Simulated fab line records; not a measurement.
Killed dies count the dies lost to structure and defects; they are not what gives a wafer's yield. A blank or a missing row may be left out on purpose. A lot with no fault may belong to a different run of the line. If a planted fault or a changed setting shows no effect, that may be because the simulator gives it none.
fab line records	flow n5Finfet	part 1 of 2: steps 1 to 14 of 23
record lots=5	wafers=15	lastDay=19
route steps=1938 shown MOL_CONTACT_COAG@529
lots untouched by any fault: they come from a run of this same line in which no faults occurred
startH: the number of hours between the record's first day and the start of the first shown wafer of the lot	waitH: hours from the lot's prior step to this one	" as in the row above	L1.1+2: one row covering several wafers at once	- value missing, or start not given	* or withheld: withheld	< > ~ a bound
route shown NAME@n: a module of which the file shows steps, and the number in the route of the first	usual: mean and standard deviation over wafers with no fault	same: alike in all rows	chamber/n: place in a boat	sites: the reading at each site	_std_site: their standard deviation	_edge_site: outer sites' mean less inner sites'	radiusMm: how far each site lies from the wafer's centre	mask NAME#n: copy n	behind: the last tool/chamber to shape the wafer	hold: what put the lot on hold/how long, in hours/how the hold closed	device: which transistor (n, p or np) failed to switch	end of line: tests of these same wafers at the route's end	a step without rows: its recipe alone	killed: count of dies lost to structure and defects at first sort (not the wafer's yield)	map: a wafer's dies, x killed, . not, _ none there
set.NAME: the setting as run; set.NAME@STEP: as run at that earlier step	model.NAME: the simulator's own value behind a step, which no gauge read
lots at some steps of the route; a table a step, a row a wafer
services: when a tool's chamber went out of use (startH, in hours from the record's first day, below 0 if earlier), for how many hours, and the reason
## steps
# step N5_MOL_CONTACT_COAG_DESCUM_13
# recipe chemistry=O2	timeS=7	sourcePowerW=50	biasPowerW=20	pressureMtorr=20	rfFrequencyHz=2.712e+07	tempC=40	resist=CAR-EUV	o2FlowSccm=225
# usual chamberPressureMTorr=19.999/0.016	drypumpMotorCurrentA=5.8/0.42	oesProductAu=0.79/0.057	rfVppV=243.8/1.2	showerheadPlenumPTorr=2.13/0.061	throttleValvePct=20.45/0.19
lot.wafer	tool	chamber	startH	waitH	chamberPressureMTorr	drypumpMotorCurrentA	oesProductAu	rfHoursCounterH	rfVppV	showerheadPlenumPTorr	throttleValvePct
L080.1	rieDiel-01	2	122.66	0.0	19.990	6.2	0.88	45	241.2	2.04	20.50
L080.2	"	1	"	"	19.997	5.7	0.86	68	244.0	2.13	20.39
L080.4	"	0	"	"	19.999	5.8	0.88	54	246.9	2.21	20.47
L084.3	rieDiel-01	3	166.07	0.0	20.045	5.5	0.77	133	242.9	2.10	20.53
L084.5	"	2	"	"	19.974	6.2	0.86	-	242.3	2.03	20.51
L084.6	"	1	"	"	19.977	5.8	0.84	-	244.8	2.12	20.39
L087.1	rieDiel-01	2	174.30	0.0	19.989	6.2	0.86	64	241.6	2.03	20.53
L087.4	"	0	"	"	20.020	5.7	0.85	69	245.1	2.21	20.49
L087.6	"	1	"	"	20.022	5.8	0.83	-	243.7	2.12	20.41
L092.3	rieDiel-01	3	218.58	0.0	19.992	5.6	0.77	143	244.8	2.09	20.53
L092.4	"	2	"	"	20.009	6.2	0.84	71	242.1	2.03	20.54
L092.6	"	2	"	"	19.974	6.2	0.84	-	242.6	2.03	20.53
L095.3	rieDiel-04	1	257.07	0.4	19.985	5.3	0.80	111	243.0	2.10	20.12
L095.5	"	0	"	"	19.983	6.4	0.89	-	246.3	2.22	20.29
L095.6	"	3	"	"	19.982	6.5	0.74	-	243.6	2.17	20.28
# step N5_MOL_CONTACT_COAG_ETCH_59
# recipe chemistry=N2/H2	target=underlayer	targetDepthA=130	maskMaterial=CAR-EUV	timeS=10.4	ionEnergyEv=200	pressureMtorr=30	sourceW=840	biasW=150	n2FlowSccm=200	h2FlowSccm=200	ends=cleared
# usual chamberPressureMTorr=29.997/0.03	drypumpMotorCurrentA=5.8/0.42	etchRfOnTimeS=10.33/0.12	n2FlowSccm=200.1/1.2	oesProductAu=0.68/0.048	rfVppV=525.1/2.2	showerheadPlenumPTorr=2.58/0.073	throttleValvePct=17.87/0.22
lot.wafer	tool	chamber	startH	waitH	chamberPressureMTorr	drypumpMotorCurrentA	etchRfOnTimeS	n2FlowSccm	oesProductAu	rfHoursCounterH	rfVppV	showerheadPlenumPTorr	throttleValvePct
L080.1	rieDiel-01	2	122.69	0.0	30.009	6.2	10.12	200.0	0.76	45	523.1	2.48	17.89
L080.2	"	1	"	"	29.993	5.8	10.11	200.6	0.72	68	525.9	2.58	17.79
L080.4	"	0	"	"	30.018	5.7	10.32	199.5	0.75	54	527.3	2.69	17.89
L084.3	rieDiel-01	3	166.11	0.0	29.971	5.6	10.27	198.7	0.66	133	524.4	2.55	17.96
L084.5	"	2	"	"	29.950	6.2	10.18	200.2	0.74	-	521.6	2.48	17.91
L084.6	"	1	"	"	29.996	5.8	10.24	199.8	0.71	-	524.3	2.57	17.82
L087.1	rieDiel-01	2	174.33	0.0	29.976	6.3	10.21	199.8	0.73	64	522.0	2.47	17.93
L087.4	"	0	"	"	29.989	5.7	10.36	199.2	0.71	69	528.0	2.68	17.93
L087.6	"	1	"	"	29.970	5.8	10.10	199.9	0.71	-	525.8	2.57	17.82
L092.3	rieDiel-01	3	218.62	0.0	30.012	5.6	10.32	199.8	0.66	143	524.3	2.54	17.98
L092.4	"	2	"	"	30.024	6.2	10.16	199.7	0.73	71	522.0	2.47	17.92
L092.6	"	2	"	"	30.001	6.2	10.19	199.6	0.72	-	525.0	2.47	17.93
L095.3	rieDiel-04	1	257.11	0.0	30.047	5.3	10.61	200.4	0.66	111	524.2	2.55	17.50
L095.5	"	0	"	"	30.047	6.4	10.32	199.8	0.77	-	526.9	2.71	17.72
L095.6	"	3	"	"	30.053	6.5	10.55	200.1	0.62	-	526.6	2.63	17.65
# step N5_MOL_CONTACT_COAG_ETCH_105
# recipe chemistry=CF4	target=SiARC	targetDepthA=156	maskMaterial=CAR-EUV	timeS=26	ionEnergyEv=80	pressureMtorr=40	sourceW=545	biasW=36	Ar_flow_sccm=100	cf4FlowSccm=100	ends=cleared
# usual chamberPressureMTorr=40.00/0.035	drypumpMotorCurrentA=5.8/0.42	etchRfOnTimeS=25.85/0.29	oesProductAu=0.68/0.047	rfVppV=184.4/1.1	showerheadPlenumPTorr=2.17/0.057	throttleValvePct=15.62/0.19
lot.wafer	tool	chamber	startH	waitH	chamberPressureMTorr	drypumpMotorCurrentA	etchRfOnTimeS	oesProductAu	rfHoursCounterH	rfVppV	showerheadPlenumPTorr	throttleValvePct
L080.1	rieDiel-01	2	122.71	0.0	39.97	6.2	25.41	0.75	45	184.1	2.10	15.66
L080.2	"	1	"	"	40.02	5.8	25.48	0.73	68	185.3	2.16	15.49
L080.4	"	0	"	"	40.04	5.7	25.70	0.75	54	185.9	2.25	15.54
L084.3	rieDiel-01	3	166.13	0.0	40.05	5.6	25.74	0.67	133	184.4	2.15	15.76
L084.5	"	2	"	"	40.04	6.3	25.36	0.74	-	182.8	2.09	15.68
L084.6	"	1	"	"	40.03	5.8	25.50	0.72	-	184.4	2.16	15.51
L087.1	rieDiel-01	2	174.35	0.0	40.05	6.3	25.38	0.73	64	182.8	2.09	15.71
L087.4	"	0	"	"	40.02	5.7	25.85	0.72	69	186.4	2.25	15.57
L087.6	"	1	"	"	39.98	5.7	25.23	0.71	-	184.3	2.16	15.52
L092.3	rieDiel-01	3	218.64	0.0	40.05	5.6	26.09	0.65	143	182.7	2.15	15.76
L092.4	"	2	"	"	40.00	6.2	25.41	0.72	71	183.0	2.09	15.69
L092.6	"	2	"	"	39.94	6.2	25.64	0.71	-	183.7	2.09	15.72
L095.3	rieDiel-04	1	257.13	0.0	40.06	5.3	25.88	0.67	111	183.6	2.15	15.34
L095.5	"	0	"	"	40.03	6.4	25.50	0.77	-	185.8	2.27	15.50
L095.6	"	3	"	"	39.96	6.5	25.92	0.63	-	184.3	2.21	15.51
# step N5_MOL_CONTACT_COAG_ETCH_106
# recipe chemistry=N2/H2	target=SOC	targetDepthA=800	overetchA=160	maskMaterial=SiARC	tempC=40	timeS=120	ionEnergyEv=200	pressureMtorr=30	sourceW=840	biasW=150	n2FlowSccm=200	h2FlowSccm=200
# usual chamberPressureMTorr=30.000/0.027	drypumpMotorCurrentA=5.8/0.42	n2FlowSccm=200.0/0.64	oesProductAu=0.71/0.048	rfVppV=525.1/2.1	showerheadPlenumPTorr=2.58/0.073	throttleValvePct=17.84/0.22
lot.wafer	tool	chamber	startH	waitH	chamberPressureMTorr	drypumpMotorCurrentA	n2FlowSccm	oesProductAu	rfHoursCounterH	rfVppV	showerheadPlenumPTorr	throttleValvePct
L080.1	rieDiel-01	2	122.74	0.0	29.990	6.2	200.1	0.78	45	522.4	2.48	17.85
L080.2	"	1	"	"	29.994	5.7	200.2	0.75	68	524.9	2.58	17.75
L080.4	"	0	"	"	30.001	5.8	199.6	0.76	54	527.6	2.69	17.86
L084.3	rieDiel-01	3	166.16	0.0	29.998	5.6	199.3	0.69	133	523.8	2.55	17.94
L084.5	"	2	"	"	29.951	6.2	199.7	0.76	-	522.1	2.48	17.87
L084.6	"	1	"	"	30.006	5.8	199.7	0.74	-	526.7	2.57	17.78
L087.1	rieDiel-01	2	174.38	0.0	29.988	6.2	199.5	0.76	64	521.0	2.47	17.90
L087.4	"	0	"	"	29.990	5.8	199.9	0.75	69	526.7	2.68	17.91
L087.6	"	1	"	"	29.972	5.7	199.8	0.73	-	524.2	2.57	17.80
L092.3	rieDiel-01	3	218.67	0.0	29.936	5.5	199.5	0.68	143	524.6	2.54	17.97
L092.4	"	2	"	"	29.996	6.3	199.8	0.74	71	522.0	2.47	17.90
L092.6	"	2	"	"	29.998	6.3	198.9	0.75	-	522.4	2.47	17.90
L095.3	rieDiel-04	1	257.15	0.0	30.018	5.3	200.1	0.70	111	524.4	2.55	17.47
L095.5	"	0	"	"	30.016	6.4	199.9	0.80	-	527.8	2.71	17.72
L095.6	"	3	"	"	30.032	6.5	199.4	0.66	-	526.4	2.63	17.62
# step N5_MOL_CONTACT_COAG_STRIP_107
# recipe chemistry=N2/H2	tempC=40	n2FlowSccm=200	h2FlowSccm=200	rfFrequencyHz=6e+07
lot.wafer	tool	chamber	startH	waitH
L080.1+2+4	rieDiel-01	2,1,0	122.82	0.0
L084.3+5+6	rieDiel-01	3,2,1	166.24	0.0
L087.1+4+6	rieDiel-01	2,0,1	174.46	0.0
L092.3+4+6	rieDiel-01	3,2,2	218.75	0.0
L095.3+5+6	rieDiel-04	1,0,3	257.24	0.0
# step N5_MOL_CONTACT_COAG_STRIP_108
# recipe chemistry=N2/H2	tempC=40	n2FlowSccm=200	h2FlowSccm=200	rfFrequencyHz=6e+07
lot.wafer	tool	chamber	startH	waitH
L080.1+2+4	rieDiel-01	2,1,0	122.83	0.0
L084.3+5+6	rieDiel-01	3,2,1	166.25	0.0
L087.1+4+6	rieDiel-01	2,0,1	174.47	0.0
L092.3+4+6	rieDiel-01	3,2,2	218.76	0.0
L095.3+5+6	rieDiel-04	1,0,3	257.25	0.0
# step N5_MOL_CONTACT_COAG_CONTACT_ETCH_14
# recipe chemistry=C4F6/O2	target=SiO2	targetDepthA=275	overetchA=85	maskMaterial=SOC	pressureMtorr=30	sourceW=370	biasW=185	Ar_flow_sccm=300	C4F6_flow_sccm=16	O2_flow_sccm=10	timeS=20	ionEnergyEv=259.6
# usual O2_flow_sccm=10.00/0.031	chamberPressureMTorr=30.001/0.027	drypumpMotorCurrentA=5.8/0.42	oesProductAu=0.67/0.045	rfVppV=694.1/2.7	showerheadPlenumPTorr=2.92/0.076	throttleValvePct=21.28/0.2
lot.wafer	tool	chamber	startH	waitH	O2_flow_sccm	chamberPressureMTorr	drypumpMotorCurrentA	oesProductAu	rfHoursCounterH	rfVppV	showerheadPlenumPTorr	throttleValvePct
L080.1	rieDiel-01	2	122.84	0.0	10.02	29.957	6.2	0.73	45	689.8	2.82	21.40
L080.2	"	1	"	"	10.00	30.027	5.8	0.72	69	693.9	2.92	21.23
L080.4	"	0	"	"	9.98	30.044	5.7	0.74	54	698.0	3.03	21.26
L084.3	rieDiel-01	3	166.26	0.0	10.03	29.998	5.6	0.66	133	693.5	2.90	21.46
L084.5	"	2	"	"	10.04	30.021	6.2	0.73	-	689.7	2.81	21.41
L084.6	"	1	"	"	10.04	29.967	5.8	0.70	-	694.2	2.91	21.26
L087.1	rieDiel-01	2	174.48	0.0	10.01	30.032	6.2	0.72	64	690.1	2.81	21.43
L087.4	"	0	"	"	10.04	29.976	5.8	0.72	69	697.3	3.02	21.29
L087.6	"	1	"	"	9.98	30.062	5.7	0.70	-	693.1	2.91	21.25
L092.3	rieDiel-01	3	218.77	0.0	9.99	29.992	5.6	0.65	143	693.5	2.90	21.49
L092.4	"	2	"	"	10.01	30.001	6.3	0.71	71	689.9	2.81	21.42
L092.6	"	2	"	"	10.02	30.018	6.3	0.71	-	688.8	2.81	21.45
L095.3	rieDiel-04	1	257.26	0.0	10.04	30.020	5.3	0.67	111	692.6	2.88	20.95
L095.5	"	0	"	"	10.04	30.017	6.4	0.76	-	697.6	3.05	21.17
L095.6	"	3	"	"	9.97	29.966	6.5	0.63	-	694.5	2.97	21.08
# step N5_MOL_CONTACT_COAG_STRIP_109
# recipe chemistry=C4F6/O2	resist=SiARC	rfFrequencyHz=6e+07
lot.wafer	tool	chamber	startH	waitH
L080.1+2+4	rieDiel-01	2,1,0	122.87	0.0
L084.3+5+6	rieDiel-01	3,2,1	166.28	0.0
L087.1+4+6	rieDiel-01	2,0,1	174.51	0.0
L092.3+4+6	rieDiel-01	3,2,2	218.79	0.0
L095.3+5+6	rieDiel-04	1,0,3	257.28	0.0
# step N5_MOL_CONTACT_COAG_ETCH_15
# recipe chemistry=CH3F/O2	target=SiNx	targetDepthA=70	maskMaterial=SOC	stopOn=Si:P	overEtchFrac=0.75	ionEnergyEv=120	pressureMtorr=30	sourceW=395	biasW=73	Ar_flow_sccm=150	CH3F_flow_sccm=30	O2_flow_sccm=20
# usual O2_flow_sccm=19.99/0.056	chamberPressureMTorr=29.998/0.026	drypumpMotorCurrentA=5.8/0.42	oesProductAu=0.58/0.039	rfVppV=298/3.9	showerheadPlenumPTorr=2.03/0.056	throttleValvePct=16.34/0.19
lot.wafer	tool	chamber	startH	waitH	O2_flow_sccm	chamberPressureMTorr	drypumpMotorCurrentA	oesProductAu	rfHoursCounterH	rfVppV	showerheadPlenumPTorr	throttleValvePct
L080.1	rieDiel-01	2	122.88	0.0	20.06	30.028	6.2	0.64	45	295	1.95	16.40
L080.2	"	1	"	"	19.90	30.018	5.8	0.62	69	298	2.03	16.25
L080.4	"	0	"	"	19.97	29.995	5.8	0.63	54	302	2.11	16.30
L084.3	rieDiel-01	3	166.29	0.0	19.95	30.026	5.6	0.57	133	299	2.01	16.49
L084.5	"	2	"	"	20.14	30.048	6.2	0.62	-	295	1.95	16.41
L084.6	"	1	"	"	20.01	29.970	5.8	0.60	-	297	2.03	16.30
L087.1	rieDiel-01	2	174.52	0.0	19.94	29.940	6.2	0.62	64	295	1.95	16.42
L087.4	"	0	"	"	19.91	29.975	5.8	0.62	69	302	2.11	16.32
L087.6	"	1	"	"	20.03	29.956	5.7	0.59	-	297	2.02	16.30
L092.3	rieDiel-01	3	218.80	0.0	20.00	30.018	5.5	0.56	143	299	2.01	16.49
L092.4	"	2	"	"	20.03	29.994	6.2	0.61	71	295	1.95	16.43
L092.6	"	2	"	"	19.96	30.006	6.2	0.61	-	295	1.95	16.43
L095.3	rieDiel-04	1	257.29	0.0	19.98	30.027	5.3	0.58	111	294	2.00	16.04
L095.5	"	0	"	"	20.03	29.980	6.4	0.65	-	297	2.12	16.20
L095.6	"	3	"	"	19.95	30.008	6.5	0.54	-	302	2.07	16.21
# step N5_MOL_CONTACT_COAG_ETCH_110
# recipe chemistry=CF4/O2	target=Si	targetDepthA=25	timeS=8	pressureMtorr=100	sourceW=200	biasW=12	ionEnergyEv=60	Ar_flow_sccm=100	cf4FlowSccm=100	O2_flow_sccm=10
# usual O2_flow_sccm=10.002/0.03	chamberPressureMTorr=100.00/0.083	drypumpMotorCurrentA=5.8/0.42	oesProductAu=0.79/0.056	rfVppV=127.7/2	showerheadPlenumPTorr=2.26/0.058	throttleValvePct=10.75/0.2
lot.wafer	tool	chamber	startH	waitH	O2_flow_sccm	chamberPressureMTorr	drypumpMotorCurrentA	oesProductAu	rfHoursCounterH	rfVppV	showerheadPlenumPTorr	throttleValvePct
L080.1	rieDiel-01	2	122.94	0.0	10.005	99.89	6.2	0.88	45	126.9	2.18	10.69
L080.2	"	1	"	"	9.942	100.08	5.8	0.85	69	128.4	2.25	10.58
L080.4	"	0	"	"	9.985	100.04	5.7	0.85	54	130.4	2.34	10.61
L084.3	rieDiel-01	3	166.35	0.0	10.019	99.96	5.6	0.78	133	129.6	2.23	10.85
L084.5	"	2	"	"	9.965	100.00	6.2	0.86	-	127.0	2.17	10.71
L084.6	"	1	"	"	10.058	99.86	5.7	0.83	-	126.4	2.24	10.62
L087.1	rieDiel-01	2	174.58	0.0	9.984	99.96	6.3	0.87	64	126.2	2.17	10.73
L087.4	"	0	"	"	9.928	99.79	5.7	0.85	69	129.9	2.33	10.66
L087.6	"	1	"	"	10.033	99.88	5.8	0.84	-	127.2	2.24	10.66
L092.3	rieDiel-01	3	218.86	0.0	10.024	99.98	5.6	0.77	143	129.9	2.23	10.88
L092.4	"	2	"	"	9.994	100.00	6.2	0.85	71	127.0	2.17	10.76
L092.6	"	2	"	"	10.017	100.02	6.2	0.85	-	125.9	2.17	10.75
L095.3	rieDiel-04	1	257.35	0.0	10.005	100.11	5.3	0.78	111	125.9	2.23	10.51
L095.5	"	0	"	"	9.982	100.05	6.4	0.90	-	125.6	2.35	10.54
L095.6	"	3	"	"	9.987	99.87	6.5	0.73	-	129.2	2.29	10.76
# step N5_MOL_CONTACT_COAG_STRIP_98
# recipe chemistry=N2/H2	powerW=500	tempC=40	pressureMtorr=50	rfFrequencyHz=6e+07	overashFraction=0.3	biasPowerW=8	h2Frac=0.5	n2FlowSccm=300	h2FlowSccm=300
# usual chamberPressureMTorr=49.99/0.087	drypumpMotorCurrentA=5.8/0.42	n2FlowSccm=300.0/0.96	oesProductAu=0.79/0.057	powerW=500.1/1.5	rfVppV=54.3/1.6	showerheadPlenumPTorr=3.41/0.092	throttleValvePct=18.9/0.34
lot.wafer	tool	chamber	startH	waitH	chamberPressureMTorr	drypumpMotorCurrentA	n2FlowSccm	oesProductAu	powerW	rfHoursCounterH	rfVppV	showerheadPlenumPTorr	throttleValvePct
L080.1	rieDiel-01	2	122.99	0.0	49.95	6.3	300.1	0.88	502.6	45	52.0	3.28	18.9
L080.2	"	1	"	"	49.95	5.8	300.2	0.84	500.8	69	56.4	3.41	18.9
L080.4	"	0	"	"	49.97	5.8	300.1	0.88	502.1	54	54.7	3.55	19.1
L084.3	rieDiel-01	3	166.40	0.0	50.00	5.6	298.9	0.78	499.3	133	54.9	3.36	19.1
L084.5	"	2	"	"	49.99	6.2	299.4	0.86	498.7	-	53.5	3.27	18.9
L084.6	"	1	"	"	49.85	5.8	299.2	0.82	500.5	-	54.9	3.40	18.9
L087.1	rieDiel-01	2	174.63	0.0	49.93	6.2	299.1	0.85	496.2	64	55.1	3.27	18.9
L087.4	"	0	"	"	49.95	5.7	301.1	0.85	498.3	69	55.0	3.54	19.1
L087.6	"	1	"	"	49.85	5.8	300.2	0.83	500.4	-	52.9	3.40	18.9
L092.3	rieDiel-01	3	218.91	0.0	50.15	5.6	300.2	0.76	503.0	143	55.1	3.36	19.1
L092.4	"	2	"	"	50.06	6.3	301.1	0.85	499.8	71	55.1	3.27	18.9
L092.6	"	2	"	"	49.86	6.2	301.3	0.83	501.3	-	51.6	3.27	18.9
L095.3	rieDiel-04	1	257.40	0.0	49.91	5.3	299.7	0.78	498.7	111	56.4	3.37	18.3
L095.5	"	0	"	"	49.92	6.4	300.4	0.90	501.0	-	53.5	3.57	18.7
L095.6	"	3	"	"	50.04	6.5	299.8	0.74	498.2	-	51.5	3.46	18.5
# step N5_MOL_CONTACT_COAG_CD_MEAS_99
# recipe targetCdNm=17.2	polarity=opening
# usual cdNm=17.2/0.32
lot.wafer	tool	chamber	startH	waitH	cdNm
L080.1	cdSem-03	-	123.06	-	17.5
L080.2	"	-	"	"	17.0
L080.4	"	-	"	"	17.2
L084.3	cdSem-02	-	166.47	-	17.5
L084.5	"	-	"	"	17.3
L084.6	"	-	"	"	17.6
L087.1	cdSem-01	-	174.70	-	17.2
L087.4	"	-	"	"	17.1
L087.6	"	-	"	"	16.7
L092.3	cdSem-01	-	218.98	-	17.4
L092.4	"	-	"	"	16.7
L092.6	"	-	"	"	17.4
L095.3	cdSem-01	-	257.47	-	16.7
L095.5	"	-	"	"	17.2
L095.6	"	-	"	"	17.3
# step N5_MOL_CONTACT_COAG_IMPLANT_129
# recipe species=Ge	energyKev=3	doseCm2=6e+14	tiltDeg=0	rotationDeg=0
# usual beamEnergyKeV=3.0000/0.001	faradayCurrentUA=1982/190
lot.wafer	tool	chamber	startH	waitH	beamEnergyKeV	faradayCurrentUA
L080.1	implanter-02	0	123.09	0.0	2.9989	2161
L080.2	"	0	"	"	3.0002	2131
L080.4	"	0	"	"	2.9999	2164
L084.3	implanter-02	0	166.57	0.1	3.0002	2196
L084.5	"	0	"	"	2.9999	2139
L084.6	"	0	"	"	3.0005	2181
L087.1	implanter-01	0	174.73	0.0	3.0025	1797
L087.4	"	0	"	"	2.9996	1765
L087.6	"	0	"	"	3.0013	1795
L092.3	implanter-02	0	219.07	0.1	2.9984	2163
L092.4	"	0	"	"	2.9990	2221
L092.6	"	0	"	"	2.9988	2203
L095.3	implanter-01	0	257.56	0.1	3.0009	1824
L095.5	"	0	"	"	3.0019	1805
L095.6	"	0	"	"	3.0013	1825
# step N5_MOL_CONTACT_COAG_PRECLEAN_111
# recipe chemistry=NF3:NH3	afsCycles=1	tempC=30	timeS=20	sublimationTempC=180	sublimationTimeS=60	pressureTorr=3	rfPowerW=30
# same sublimationTimeS=60
lot.wafer	tool	chamber	startH	waitH
L080.1+2+4	remotePlasma-01	0	123.31	0.2
L084.3+5+6	remotePlasma-01	0	166.78	0.2
L087.1+4+6	remotePlasma-02	0	176.58	1.8
L092.3+4+6	remotePlasma-01	0	221.34	2.2
L095.3+5+6	remotePlasma-02	0	258.72	1.1
